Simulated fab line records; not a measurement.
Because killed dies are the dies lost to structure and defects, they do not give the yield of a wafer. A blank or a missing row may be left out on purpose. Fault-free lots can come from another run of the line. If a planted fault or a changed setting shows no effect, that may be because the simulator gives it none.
Which tool is to blame?	flow n5-finfet	72 wafers from 24 lots sampled at 3 of the route's 1938 steps

## WHAT THE GAUGES READ, wafer by wafer
N5_BEOL_M12_INSPECT_12: inspects for defects (macro). Usual: raw-defect-count reads 2.2 (standard deviation 1.4).
lot	measured	on	raw-defect-count	flag
L074	day 9 18:04	defect-inspect-01	1 1 2	
L077	day 10 18:49	defect-inspect-01	2 1 2	
L078	day 11 09:09	defect-inspect-01	2 3 3	
L075	day 11 13:10	defect-inspect-01	3 3 2	
L076	day 11 21:50	defect-inspect-01	3 1 2	
L080	day 12 02:07	defect-inspect-01	1 0 2	
L079	day 12 05:35	defect-inspect-01	5 1 2	
L081	day 13 04:20	defect-inspect-01	2 0 4	
L083	day 13 04:37	defect-inspect-01	2 2 2	
L082	day 13 04:51	defect-inspect-01	4 1 4	
L084	day 13 12:13	defect-inspect-01	0 0 0	
L085	day 13 13:42	defect-inspect-01	0 2 2	
L086	day 13 21:01	defect-inspect-02	1 0 1	
L087	day 14 08:40	defect-inspect-01	1 1 3	
L088	day 14 10:56	defect-inspect-01	3 4 4	
L089	day 14 12:40	defect-inspect-02	1 2 4	
L090	day 15 01:46	defect-inspect-01	5 3 2	
L091	day 15 10:38	defect-inspect-02	3 2 3	
L092	day 15 15:50	defect-inspect-01	1 1 2	
L093	day 15 16:09	defect-inspect-01	3 6 1	
L094	day 15 18:01	defect-inspect-02	0 2 1	
L095	day 16 05:16	defect-inspect-02	2 4 3	
L096	day 16 08:22	defect-inspect-01	2 3 5	
L097	day 16 12:55	defect-inspect-02	1 6 1	

N5_BEOL_M12_OCD_MEAS_35. Usual: trench-depth-nm reads 318 nm (standard deviation 4.4).
lot	measured	on	trench-depth-nm (nm)	flag
L074	day 9 19:36	ocd-01	316 314 318	
L077	day 10 20:21	ocd-01	323 316 313	
L078	day 11 11:14	ocd-02	324 322 319	
L075	day 11 14:46	ocd-01	325 317 322	
L076	day 11 23:40	ocd-01	316 314 315	
L080	day 12 03:41	ocd-01	316 325 325	
L079	day 12 07:16	ocd-02	316 317 315	
L081	day 13 05:55	ocd-02	315 321 320	
L083	day 13 06:22	ocd-01	317 313 312	
L082	day 13 06:31	ocd-02	324 323 328	
L084	day 13 13:47	ocd-02	317 311 316	
L085	day 13 15:41	ocd-02	318 314 312	
L086	day 13 22:51	ocd-01	321 317 315	
L087	day 14 10:19	ocd-01	321 311 321	
L088	day 14 12:28	ocd-01	315 319 318	
L089	day 14 14:08	ocd-01	318 322 322	
L090	day 15 03:38	ocd-01	320 317 318	
L091	day 15 12:22	ocd-02	310 314 308	
L092	day 15 17:40	ocd-01	321 320 324	
L093	day 15 18:40	ocd-01	320 313 319	
L094	day 15 20:14	ocd-02	322 318 317	
L095	day 16 07:44	ocd-01	311 322 321	
L096	day 16 10:25	ocd-01	319 322 322	
L097	day 16 14:37	ocd-01	311 321 323	

N5_BEOL_M13_OVL_MEAS_11. Usual: for V12_OVL the level is -3 nm and the standard deviation is 5.
lot	measured	on	V12_OVL (nm)	flag
L074	day 10 00:46	overlay-02	-1 -7 -3	
L077	day 10 23:28	overlay-01	-6 1 -4	
L078	day 11 14:50	overlay-02	-3 5 -2	
L075	day 11 18:05	overlay-01	-3 -8 -4	
L076	day 12 03:40	overlay-01	-4 -4 -4	
L080	day 12 08:10	overlay-01	-3 -12 -12	
L079	day 12 11:28	overlay-01	-8 -1 -4	
L081	day 13 10:26	overlay-01	0 3 4	
L083	day 13 13:10	overlay-02	-1 -12 -10	
L082	day 13 12:44	overlay-02	-2 -5 -1	
L084	day 13 16:24	overlay-02	6 -1 2	
L085	day 13 20:23	overlay-02	-11 -9 -7	
L086	day 14 02:50	overlay-01	-6 -7 -7	
L087	day 14 13:13	overlay-01	-1 -4 2	
L088	day 14 16:25	overlay-02	4 7 2	
L089	day 14 18:05	overlay-01	-4 -3 2	
L090	day 15 09:26	overlay-02	-1 -3 -2	
L091	day 15 15:43	overlay-02	-8 -2 -3	
L092	day 15 22:22	overlay-01	-3 -5 -3	
L093	day 15 23:54	overlay-02	-3 -10 -3	
L094	day 16 00:03	overlay-02	-2 0 1	
L095	day 16 11:40	overlay-01	-9 -5 -10	
L096	day 16 13:26	overlay-01	0 -3 -4	
L097	day 16 20:08	overlay-01	-5 -3 1	

## EACH LOT AND THE TOOL THAT RAN IT (in order: tool; ch and the chambers of the sampled wafers; start)
Record: no process step prior to these readings.

## AS READ BY THE TOOLS THEMSELVES (means over the sampled wafers that have a number; for cases with no such wafer, the mark the record gives instead)
The record holds no such reading with a usual standard deviation.

## THE ANSWER, worked out from the rows above alone
Rule: a lot is off if the mean of its wafers that have a number lies more than 3 standard deviations from the usual mean. Also off: a lot with no number at a reading for which 4 or more lots have one. The other lots that the step has rows for count as sound. Order of review: gauges by route order, followed by the tools' own readings, for which a lot's mean as printed above is used. The first step at which some lot is off is used, and at that step the reading that is off furthest; a lot without a number counts as furthest.
Nothing can be told from this: no lot is off at any reading shown.

## WHAT HAD BEEN PUT IN BY THE SIMULATOR
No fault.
